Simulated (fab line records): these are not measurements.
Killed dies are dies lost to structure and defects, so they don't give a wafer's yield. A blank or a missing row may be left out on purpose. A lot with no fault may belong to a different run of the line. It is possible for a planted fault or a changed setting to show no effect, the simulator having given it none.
fab line records ; flow n5-finfet
record lots=6; wafers=18; last-day=19
route steps=1938 shown BEOL_M6@1262 BEOL_M7@1263
lots that met no fault: taken from a fault-free run of the same line
start-h: the number of hours between the record's first day and the start of the first shown wafer of the lot ; wait-h: hours since the lot's step before ; " as in the row above ; L1.1+2: one row covering several wafers at once ; - no value present, or no start provided ; * or withheld: withheld ; < > ~ a bound
route shown NAME@n: a module of which the file shows steps, and the number in the route of the first ; usual: average and standard deviation across the fault-free wafers ; same: alike in all rows ; chamber/n: place in a boat ; sites: the reading at each site ; _std_site: the standard deviation of these ; _edge_site: mean of outer sites minus mean of inner sites ; radius-mm: for every site, how far away it sits from the centre of the wafer ; mask NAME#n: copy n ; behind: the tool/chamber that last shaped the wafer ; hold: why the lot was held/for how many hours/how that ended ; device: the n, p or np transistor that did not switch ; end of line: tests of these same wafers at the route's end ; a step without rows: its recipe alone ; killed: not the wafer's yield, but the dies lost to structure and defects at the first sort ; map: a wafer's dies, x killed, . not, _ none there
set.NAME: the run value of the setting; set.NAME@STEP: its run value at that earlier step ; model.NAME: the simulator's own value behind a step, which no gauge read
certain route steps with their lots: each step a table, each wafer a row
services: the hour from which a tool's chamber was out of use, counted from the record's first day as start-h (under 0 if before that day), plus the number of hours and why
## steps
# step N5_BEOL_M6_INSPECT_58
# recipe inspect-instrument=darkfield; mode=post-dep
# usual raw-defect-count=67/22
lot.wafer;tool;chamber;start-h;wait-h;raw-defect-count
L424.2;defect-inspect-01;-;294.02;0.0;79
L424.5;defect-inspect-01;-;294.02;0.0;56
L424.6;defect-inspect-01;-;294.02;0.0;66
L426.1;defect-inspect-02;-;301.06;0.0;100
L426.3;defect-inspect-02;-;301.06;0.0;56
L426.5;defect-inspect-02;-;301.06;0.0;50
L428.1;defect-inspect-02;-;310.29;0.0;114
L428.5;defect-inspect-02;-;310.29;0.0;84
L428.6;defect-inspect-02;-;310.29;0.0;80
L435.3;defect-inspect-02;-;352.72;0.0;56
L435.4;defect-inspect-02;-;352.72;0.0;65
L435.5;defect-inspect-02;-;352.72;0.0;50
L436.2;defect-inspect-01;-;363.90;0.0;51
L436.3;defect-inspect-01;-;363.90;0.0;60
L436.5;defect-inspect-01;-;363.90;0.0;37
L440.1;defect-inspect-01;-;376.07;0.0;64
L440.4;defect-inspect-01;-;376.07;0.0;53
L440.5;defect-inspect-01;-;376.07;0.0;61
# step N5_BEOL_M7_ILD_DEP_00
# recipe material=SiCOH_lowk; target-thk-a=1797.5; temp-c=300; precursor=DEMS/porogen; pressure-torr=5; rf-w=500; time-s=33.4
# usual heater-power-w=331/58; showerhead-plenum-p-Torr=5.746/0.019; throttle-valve-pct=13.7/0.71
lot.wafer;tool;chamber;start-h;wait-h;heater-power-w;showerhead-plenum-p-Torr;throttle-valve-pct
L424.2;pecvd-04;2;294.06;0.0;419;5.745;13.7
L424.5;pecvd-04;2;294.06;0.0;425;5.766;13.5
L424.6;pecvd-04;0;294.06;0.0;265;5.754;14.7
L426.1;pecvd-04;1;301.10;0.0;298;5.721;13.3
L426.3;pecvd-04;0;301.10;0.0;350;5.757;14.4
L426.5;pecvd-04;0;301.10;0.0;270;5.759;14.3
L428.1;pecvd-04;2;310.33;0.0;409;5.757;13.5
L428.5;pecvd-04;1;310.33;0.0;287;5.714;13.3
L428.6;pecvd-04;0;310.33;0.0;331;5.762;14.5
L435.3;pecvd-01;1;352.75;0.0;290;5.768;15.1
L435.4;pecvd-01;1;352.75;0.0;220;5.790;15.1
L435.5;pecvd-01;2;352.75;0.0;337;5.757;12.8
L436.2;pecvd-01;2;363.93;0.0;337;5.753;12.8
L436.3;pecvd-01;0;363.93;0.0;354;5.750;13.3
L436.5;pecvd-01;2;363.93;0.0;337;5.754;12.9
L440.1;pecvd-01;0;376.11;0.0;349;5.742;13.4
L440.4;pecvd-01;2;376.11;0.0;330;5.756;12.3
L440.5;pecvd-01;0;376.11;0.0;341;5.754;13.2
# step N5_BEOL_M7_CURE_74
# recipe temp-c=385; time-s=240; ambient=He/Ar; material=SiCOH_lowk
# usual lamp-power-pct=52.32/0.049; wafer_temp_C_max=387.0/0.81
lot.wafer;tool;chamber;start-h;wait-h;lamp-power-pct;wafer_temp_C_max
L424.2;uv-cure-01;1;294.25;0.2;52.28;386.9
L424.5;uv-cure-01;1;294.25;0.2;52.34;386.3
L424.6;uv-cure-01;1;294.25;0.2;52.35;386.2
L426.1;uv-cure-03;1;301.16;0.0;52.26;388.3
L426.3;uv-cure-03;1;301.16;0.0;52.41;388.7
L426.5;uv-cure-03;1;301.16;0.0;52.32;388.0
L428.1;uv-cure-03;1;310.39;0.0;52.38;388.0
L428.5;uv-cure-03;1;310.39;0.0;52.18;388.6
L428.6;uv-cure-03;1;310.39;0.0;52.38;388.2
L435.3;uv-cure-03;2;352.98;0.2;52.26;386.9
L435.4;uv-cure-03;2;352.98;0.2;52.35;386.3
L435.5;uv-cure-03;2;352.98;0.2;52.28;386.5
L436.2;uv-cure-01;0;364.16;0.2;52.32;386.4
L436.3;uv-cure-01;0;364.16;0.2;52.25;386.1
L436.5;uv-cure-01;0;364.16;0.2;52.32;386.0
L440.1;uv-cure-03;1;376.44;0.3;52.32;389.3
L440.4;uv-cure-03;1;376.44;0.3;52.26;387.0
L440.5;uv-cure-03;1;376.44;0.3;52.38;387.9
# step N5_BEOL_M7_THK_MEAS_01
# recipe reads=SiCOH_lowk_of_BEOL_M7_ILD_DEP_00
# usual M7_ILD_THK=155.3/2.1
lot.wafer;tool;chamber;start-h;wait-h;M7_ILD_THK[nm]
L424.2;film-metro-01;-;294.68;0.4;153.6
L424.5;film-metro-01;-;294.68;0.4;156.4
L424.6;film-metro-01;-;294.68;0.4;155.5
L426.1;film-metro-01;-;301.68;0.4;153.0
L426.3;film-metro-01;-;301.68;0.4;154.2
L426.5;film-metro-01;-;301.68;0.4;156.4
L428.1;film-metro-01;-;310.90;0.4;153.6
L428.5;film-metro-01;-;310.90;0.4;155.3
L428.6;film-metro-01;-;310.90;0.4;159.4
L435.3;film-metro-02;-;353.33;0.3;153.9
L435.4;film-metro-02;-;353.33;0.3;157.6
L435.5;film-metro-02;-;353.33;0.3;155.6
L436.2;film-metro-01;-;364.99;0.7;154.0
L436.3;film-metro-01;-;364.99;0.7;152.5
L436.5;film-metro-01;-;364.99;0.7;156.0
L440.1;film-metro-01;-;376.95;0.4;154.1
L440.4;film-metro-01;-;376.95;0.4;157.1
L440.5;film-metro-01;-;376.95;0.4;156.2
# step N5_BEOL_M7_PECVD_70
# recipe material=SiO2; target-thk-a=200; temp-c=400; precursor=TEOS/O2; pressure-torr=5.5; rf-w=450; teos-flow-sccm=53.8; gas=O2; flow-sccm=3000; time-s=22.7
# usual heater-power-w=741/93; showerhead-plenum-p-Torr=8.82/0.084; throttle-valve-pct=22.2/1.2
lot.wafer;tool;chamber;start-h;wait-h;heater-power-w;showerhead-plenum-p-Torr;throttle-valve-pct
L424.2;pecvd-01;2;294.72;0.0;678;8.86;20.5
L424.5;pecvd-01;2;294.72;0.0;675;8.84;20.5
L424.6;pecvd-01;1;294.72;0.0;600;8.96;24.4
L426.1;pecvd-01;0;301.71;0.0;770;8.80;21.6
L426.3;pecvd-01;1;301.71;0.0;633;8.99;24.7
L426.5;pecvd-01;2;301.71;0.0;755;8.85;20.4
L428.1;pecvd-02;2;310.94;0.0;853;8.83;22.9
L428.5;pecvd-02;1;310.94;0.0;738;8.71;20.9
L428.6;pecvd-02;0;310.94;0.0;618;8.83;23.1
L435.3;pecvd-04;1;353.37;0.0;711;8.68;21.3
L435.4;pecvd-04;2;353.37;0.0;905;8.85;21.8
L435.5;pecvd-04;1;353.37;0.0;706;8.67;21.3
L436.2;pecvd-04;2;365.03;0.0;877;8.85;21.8
L436.3;pecvd-04;0;365.03;0.0;646;8.85;23.3
L436.5;pecvd-04;0;365.03;0.0;663;8.82;23.3
L440.1;pecvd-01;0;376.99;0.0;744;8.82;21.5
L440.4;pecvd-01;2;376.99;0.0;770;8.85;20.7
L440.5;pecvd-01;0;376.99;0.0;736;8.81;21.7
# step N5_BEOL_M7_HM_DEP_02
# recipe material=TiN; target-thk-a=200; temp-c=25; chamber-pressure-pa=0.49996
# usual chamber-pressure-pa=0.4999/0.001; substrate-temp-c=25.00/0.11; throttle-valve-pct=29.8/1.1
lot.wafer;tool;chamber;start-h;wait-h;chamber-pressure-pa;substrate-temp-c;throttle-valve-pct
L424.2;pvd-sputter-01;-;295.55;0.8;0.4988;24.99;29.7
L424.5;pvd-sputter-01;-;295.55;0.8;0.4996;24.74;29.5
L424.6;pvd-sputter-01;-;295.55;0.8;0.4994;25.07;31.2
L426.1;pvd-sputter-01;-;303.58;1.8;0.5003;25.08;30.9
L426.3;pvd-sputter-01;-;303.58;1.8;0.5010;25.12;27.6
L426.5;pvd-sputter-01;-;303.58;1.8;0.5006;25.16;27.8
L428.1;pvd-sputter-02;-;312.12;1.2;0.5001;25.08;30.1
L428.5;pvd-sputter-02;-;312.12;1.2;0.5005;25.06;29.8
L428.6;pvd-sputter-02;-;312.12;1.2;0.4999;25.07;31.8
L435.3;pvd-sputter-03;-;356.21;2.8;0.4986;24.99;28.6
L435.4;pvd-sputter-03;-;356.21;2.8;0.5006;25.14;30.5
L435.5;pvd-sputter-03;-;356.21;2.8;0.5004;25.09;30.3
L436.2;pvd-sputter-03;-;365.55;0.5;0.5013;24.97;29.0
L436.3;pvd-sputter-03;-;365.55;0.5;0.4991;25.00;30.8
L436.5;pvd-sputter-03;-;365.55;0.5;0.4989;24.95;28.4
L440.1;pvd-sputter-03;-;378.45;1.4;0.5004;25.02;30.8
L440.4;pvd-sputter-03;-;378.45;1.4;0.5021;24.98;29.1
L440.5;pvd-sputter-03;-;378.45;1.4;0.5006;24.93;28.3
# step N5_BEOL_M7_COAT_59
# recipe resist=SOC; temp-c=250; time-s=60; spin-rpm=1500; resist-thk-nm=100
# step N5_BEOL_M7_COAT_60
# recipe resist=SiARC; temp-c=220; time-s=60; spin-rpm=1500; resist-thk-nm=35
# step N5_BEOL_M7_COAT_05
# recipe resist=CAR-ArF; spin-rpm=1500; resist-thk-nm=90
# step N5_BEOL_M7_EBR_07
# recipe solvent=PGMEA; ebr-width-mm=1.5
# step N5_BEOL_M7_SOFTBAKE_06
# recipe temp-c=110; time-s=60; resist=CAR-ArF
# step N5_BEOL_M7_EXPOSE_08
# recipe mask-id=M7; na=1.35; source-shape=dipole; sigma-inner=0.817; sigma-outer=0.97; polarization=te; dose-mj=68.25
# step N5_BEOL_M7_PEB_09
# recipe peb-temp-c=withheld; peb-time-s=60; resist=CAR-ArF
# usual chill-plate-temp-C=22.98/0.093; exhaust-pa=44.8/1
lot.wafer;tool;chamber;start-h;wait-h;chill-plate-temp-C;exhaust-pa
L424.2;litho-track-05;0;295.86;0.0;22.97;46.5
L424.5;litho-track-05;0;295.86;0.0;23.04;45.1
L424.6;litho-track-05;0;295.86;0.0;23.01;45.7
L426.1;litho-track-05;-;304.01;0.1;-;-
L426.3;litho-track-05;-;304.01;0.1;-;-
L426.5;litho-track-05;-;304.01;0.1;-;-
L428.1;litho-track-02;-;312.55;0.1;-;-
L428.5;litho-track-02;-;312.55;0.1;-;-
L428.6;litho-track-02;-;312.55;0.1;-;-
L435.3;litho-track-01;0;356.66;0.0;23.02;45.1
L435.4;litho-track-01;0;356.66;0.0;22.99;44.7
L435.5;litho-track-01;0;356.66;0.0;23.04;45.2
L436.2;litho-track-01;0;365.98;0.0;22.92;44.9
L436.3;litho-track-01;0;365.98;0.0;22.90;45.0
L436.5;litho-track-01;0;365.98;0.0;22.79;45.6
L440.1;litho-track-02;0;378.75;0.1;22.98;45.4
L440.4;litho-track-02;0;378.75;0.1;22.87;43.6
L440.5;litho-track-02;0;378.75;0.1;23.01;45.2
# step N5_BEOL_M7_DEVELOP_10
# recipe develop-time-s=30; developer=TMAH; resist=CAR-ArF; rinse-liquid=diw; dry=air-spin; dev-temp-c=23
## services
tool;chamber;start-h;hours;kind
pecvd-02;0;273.39;5.5;scheduled-down
pecvd-01;-;284.69;6.0;pm
pecvd-04;2;294.97;5.5;scheduled-down
pecvd-02;-;308.73;1.0;repair
pecvd-01;2;314.69;2.1;scheduled-down
pecvd-01;2;333.84;5.5;scheduled-down
uv-cure-03;-;339.40;2.8;pm
pecvd-02;1;357.81;13.2;repair
pecvd-01;1;374.02;4.6;repair
## key
first-sign step=N5_BEOL_M7_PEB_09; reading=tool-record; direction=missing
effect none on later readings
met-at N5_BEOL_M7_PEB_09
struck-wafers L426.1,L426.3,L426.5,L428.1,L428.5,L428.6
later-rows-left-out L426.1,L426.3,L426.5,L428.1,L428.5,L428.6
sort-left-out L426.1,L426.3,L426.5,L428.1,L428.5,L428.6
onset-between 295.86 304.01
fault kind=skipped-step-whole; tool=litho-track-02,litho-track-05; chamber=-; onset-h=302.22; steps=N5_BEOL_M7_PEB_09; scope=struck-lots-only
# sort-left-out: the simulated sort isn't trusted on such a fault, so these wafers' sort isn't shown, and their yield isn't known
# later-rows-left-out: the simulator's readings of these wafers behind a module that went badly wrong aren't trusted and aren't shown, but for the sort
